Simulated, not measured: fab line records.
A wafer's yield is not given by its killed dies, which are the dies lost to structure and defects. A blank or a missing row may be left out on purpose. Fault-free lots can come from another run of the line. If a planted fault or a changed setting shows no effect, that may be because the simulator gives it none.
The tool behind it: which one?    flow nand_harc    Sampling: 12 lots, 36 wafers, 5 of 1159 route steps

== WHAT EACH GAUGE READ, for each wafer ==
NHARC_THIN_TSV_CD_MEAS_37.
lot   measured      on         cd_nm (nm)
L470  day 19 13:33  cd_sem-01  4998.7 5001.5 5000.5
L471  day 19 23:01  cd_sem-01  4998.0 4996.3 4995.9
L473  day 19 23:56  cd_sem-01  5001.0 5001.3 5000.2
L472  day 20 06:31  cd_sem-02  4996.1 4996.7 4997.6
L476  day 20 14:21  cd_sem-01  5001.5 4998.3 5000.0
L477  day 21 10:37  cd_sem-02  4998.6 4997.7 4997.8
L480  day 21 19:10  cd_sem-01  5000.3 5000.0 5000.2
L481  day 21 20:04  cd_sem-03  4997.6 5000.5 4998.4
L482  day 22 02:52  cd_sem-03  5000.6 5000.3 5001.2
L486  day 23 12:13  cd_sem-02  5003.0 4999.8 5000.7
L487  day 23 14:17  cd_sem-03  5003.1 5004.4 5005.6
L492  day 24 13:07  cd_sem-02  5001.9 5001.2 5004.5

NHARC_END_SORT_01.
lot   measured      on         defect_limited_yield (%)  killed_at_array  killed_at_other  killed_at_periphery  killed_dies  killed_open  killed_short  sort_bin_2_pct (%)  sort_bin_3_pct (%)  sort_bin_4_pct (%)  sort_n_pass  sort_rim_yield_pct (%)  sort_yield_pct (%)
L472  day 20 14:24  prober-02  96.6 96.6 96.2            18 22 20         0 0 0            5 1 6                23 23 26     4 5 7        5 4 3         0.6 0.6 1.6         0 0.44 0            2.8 2.4 2.2         654 654 651  96.2 97.2 95.3          96.6 96.6 96.2
L476  day 20 21:41  prober-01  96.8 96.0 96.5            16 17 14         4 9 7            2 1 3                22 27 24     5 0 2        1 1 1         0.9 0.9 0.7         0.15 0.15 0.15      2.2 3.0 2.7         655 650 653  99.1 96.2 93.4          96.8 96.0 96.5
L480  day 22 04:15  prober-01  96.8 97.0 97.2            20 12 13         0 2 0            2 6 6                22 20 19     3 5 1        2 2 3         1.2 0.6 0.7         0.30 0.15 0.44      1.8 2.2 1.6         655 657 658  97.2 94.3 97.2          96.8 97.0 97.2
L481  day 22 09:11  prober-02  93.2 93.8 93.9            45 38 40         0 0 0            1 4 1                46 42 41     3 3 2        2 2 2         1.8 2.7 3.0         0.74 0.44 0         4.3 3.1 3.1         631 635 636  94.3 95.3 88.7          93.2 93.8 93.9
L482  day 22 17:00  prober-02  97.2 97.0 97.2            14 20 15         1 0 0            4 0 4                19 20 19     3 3 6        5 3 4         0.9 1.6 1.5         0.30 0.30 0.15      1.6 1.0 1.2         658 657 658  95.3 95.3 97.2          97.2 97.0 97.2
L486  day 23 19:26  prober-01  52.6 56.3 51.1            12 10 16         306 284 315      3 2 0                321 296 331  3 2 3        2 0 0         13.4 15.4 17.1      2.66 2.07 3.69      31.3 26.3 28.1      356 381 346  50.0 61.3 52.8          52.6 56.3 51.1
L487  day 23 19:26  prober-02  53.3 48.7 49.9            16 21 26         296 322 309      4 4 4                316 347 339  1 5 0        2 3 2         15.7 17.7 15.8      2.07 3.10 4.28      29.0 30.4 30.0      361 330 338  53.8 52.8 51.9          53.3 48.7 49.9
L492  day 24 23:53  prober-01  96.9 97.6 97.6            15 14 13         0 0 1            6 2 2                21 16 16     2 3 6        1 0 1         1.2 0.6 0.9         0.15 0 0            1.8 1.8 1.5         656 661 661  96.2 98.1 93.4          96.9 97.6 97.6

== TOOL THAT RAN EACH LOT (tool first, then ch and the chambers of the sampled wafers, then the start) ==
lot   NHARC_THIN_TSV_DESCUM_14            NHARC_THIN_TSV_ETCH_15            NHARC_THIN_TSV_ECD_20
L470  rie_diel-07 ch 2,3, day 19 06:02    rie_si-05 ch 0,2, day 19 06:41    ecd_cu-01 ch 0,1, day 19 09:29
L471  rie_diel-09 ch 0,3, day 19 15:21    rie_si-06 ch 0,3, day 19 16:01    ecd_cu-02 ch 0,1, day 19 18:55
L473  rie_diel-07 ch 0,2,3, day 19 16:32  rie_si-05 ch 1,2, day 19 17:10    ecd_cu-02 ch 0,1, day 19 20:01
L472  rie_diel-07 ch 0,2,3, day 19 22:41  rie_si-06 ch 1,2, day 19 23:22    ecd_cu-02 ch 0,1, day 20 02:23
L476  rie_diel-13 ch 0,2,3, day 20 06:43  rie_si-05 ch 1,2, day 20 07:21    ecd_cu-01 ch 0,1, day 20 10:00
L477  rie_diel-09 ch 1,2,3, day 21 03:10  rie_si-04 ch 1,2,3, day 21 03:50  ecd_cu-02 ch 0,1, day 21 06:26
L480  rie_diel-07 ch 0,3, day 21 11:28    rie_si-04 ch 1,2, day 21 12:07    ecd_cu-01 ch 0,1, day 21 15:13
L481  rie_diel-09 ch 0,1,2, day 21 12:39  rie_si-06 ch 1,2, day 21 13:19    ecd_cu-02 ch 0,1, day 21 15:49
L482  rie_diel-09 ch 0,1,3, day 21 19:47  rie_si-06 ch 0,3, day 21 20:25    ecd_cu-01 ch 0,1, day 21 22:59
L486  rie_diel-07 ch 1,2,3, day 23 05:01  rie_si-04 ch 0,1, day 23 05:40    ecd_cu-01 ch 0,1, day 23 08:04
L487  rie_diel-07 ch 1,2, day 23 06:13    rie_si-06 ch 1,3, day 23 06:52    ecd_cu-01 ch 0,1, day 23 09:55
L492  rie_diel-13 ch 0,1,2, day 24 05:42  rie_si-04 ch 0,1,3, day 24 06:21  ecd_cu-02 ch 0,1, day 24 08:49
- NHARC_THIN_TSV_DESCUM_14: chemistry O2, time 3 s.
- NHARC_THIN_TSV_ETCH_15: target depth 3000 nm, bosch target overetch cycles 2, bosch etch step 2.8 s.
- NHARC_THIN_TSV_ECD_20: material Cu, target thk 2000 nm.

== AS READ BY THE TOOLS THEMSELVES (means over the sampled wafers that have a number; for cases with no such wafer, the mark the record gives instead) ==
NHARC_THIN_TSV_DESCUM_14.
lot   tool         drypump_motor_current_A (A)  o2_flow_sccm (sccm)  oes_product_au (a.u.)  rf_vpp_V (V)  showerhead_plenum_p_Torr (Torr)  throttle_valve_pct (%)
L470  rie_diel-07  5.4                          200.7                1.010                  57.5          1.93                             11.307
L471  rie_diel-09  5.8                          200.3                0.990                  57.5          1.88                             11.312
L473  rie_diel-07  5.6                          200.0                0.996                  57.4          1.90                             11.320
L472  rie_diel-07  5.6                          199.5                1.001                  57.5          1.90                             11.314
L476  rie_diel-13  5.9                          200.4                1.005                  58.1          1.90                             11.316
L477  rie_diel-09  5.7                          200.3                0.998                  57.1          1.89                             11.316
L480  rie_diel-07  5.5                          199.6                0.999                  58.0          1.88                             11.308
L481  rie_diel-09  5.7                          199.9                1.003                  57.1          1.92                             11.313
L482  rie_diel-09  5.7                          200.1                0.999                  57.6          1.92                             11.307
L486  rie_diel-07  5.4                          199.3                0.999                  57.8          1.90                             11.308
L487  rie_diel-07  5.4                          199.7                1.004                  58.2          1.92                             11.307
L492  rie_diel-13  6.1                          200.2                0.997                  56.6          1.89                             11.303

NHARC_THIN_TSV_ETCH_15.
lot   tool       drypump_motor_current_A (A)
L470  rie_si-05  5.7
L471  rie_si-06  5.2
L473  rie_si-05  5.9
L472  rie_si-06  5.8
L476  rie_si-05  5.9
L477  rie_si-04  5.2
L480  rie_si-04  5.1
L481  rie_si-06  5.8
L482  rie_si-06  5.1
L486  rie_si-04  5.2
L487  rie_si-06  5.5
L492  rie_si-04  5.1

== THE ANSWER, worked out from the rows above alone ==
Rule: the lots themselves supply what counts as usual. Put in order of their means at a reading, lots are off if they are a third of the lots or fewer, leave a main group of 4 or more, and stand apart from it by a gap of 3 or more times the standard deviation of the main group's means; of several such gaps the widest counts. Not used: any main group whose means are identical at the precision the tables above print for the reading. A lot without any number at a reading at which 4 lots or more have one is off too. The other lots that the step has rows for count as sound. First the gauges in route order, then the tools' own readings, where a lot's mean is used as printed above. At the first step where some lot is off, the reading lying furthest off is the one used; lots without a number count as furthest.
Off at NHARC_END_SORT_01 (killed_at_other): L486, L487. The main group has a mean of 1.3 with a standard deviation of 2.4. Neither off nor sound, because the step has no rows for them: L470, L471, L473, L477.
A tool fits if, at a process step before that reading, it ran every lot that is off, and no sound lot after the first of them. The gauges at NHARC_END_SORT_01 are tried like those tools. Can't be told from this: 2 tools fit, rie_diel-07 at NHARC_THIN_TSV_DESCUM_14, ecd_cu-01 at NHARC_THIN_TSV_ECD_20.

== WHAT HAD BEEN PUT IN BY THE SIMULATOR ==
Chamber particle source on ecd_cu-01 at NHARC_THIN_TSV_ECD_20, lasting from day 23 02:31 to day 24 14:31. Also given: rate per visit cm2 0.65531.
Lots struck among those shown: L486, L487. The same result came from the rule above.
